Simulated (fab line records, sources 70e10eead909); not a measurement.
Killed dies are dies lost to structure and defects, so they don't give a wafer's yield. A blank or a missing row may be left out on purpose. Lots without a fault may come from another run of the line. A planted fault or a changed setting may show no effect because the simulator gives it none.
Chamber matching | flow nand_harc | NHARC_A_STAIRCASE_DEP_417 on pecvd-04: 3 sister chambers
The step deposits Si3N4, target thk 60 nm. 14 wafers are shown with their chamber, then 7 later ones without.

WAFERS WITH THEIR CHAMBER
wafer  | chamber | heater_power_w (W)
L074.1 | 1       | 807
L074.5 | 1       | 821
L074.6 | 2       | 721
L075.1 | 0       | 710
L075.4 | 2       | 795
L075.5 | 0       | 733
L076.3 | 0       | 741
L076.4 | 2       | 735
L076.6 | 0       | 741
L084.1 | 1       | 785
L084.5 | 2       | 823
L084.6 | 0       | 719
L086.2 | 0       | 821
L086.4 | 1       | 892

SIGNATURES (means of the wafers above)
reading        | chamber 0 | chamber 1 | chamber 2 | scatter within a chamber
heater_power_w | 744.17    | 826.25    | 768.50    | 44
Rule: a wafer's distance from a chamber is the root of the sum, over the readings, of the square of ((its reading less the chamber's mean) divided by the reading's scatter). The wafer belongs to the nearest chamber; if the next one is less than 2 further off, it can't be placed. The scatter: the root of (the sum of the squares of (reading less its chamber's mean) over the shown wafers, divided by (wafers less chambers)).

WAFERS WITHOUT THEIR CHAMBER
wafer  | heater_power_w (W)
L086.6 | 661
L095.3 | 899
L095.5 | 819
L095.6 | 908
L097.3 | 813
L097.4 | 695
L097.5 | 808

WHICH CHAMBER EACH WENT THROUGH
wafer  | from the rows above          | in truth
L086.6 | can't be placed: 0 or 2 or 1 | 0
L095.3 | can't be placed: 1 or 2 or 0 | 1
L095.5 | can't be placed: 1 or 2 or 0 | 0
L095.6 | can't be placed: 1 or 2 or 0 | 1
L097.3 | can't be placed: 1 or 2 or 0 | 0
L097.4 | can't be placed: 0 or 2 or 1 | 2
L097.5 | can't be placed: 1 or 2 or 0 | 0
Placed correctly: 0 of 7. Can't be placed from these rows: 7 (the true chamber is among the candidates in 7). Placed wrongly: 0.
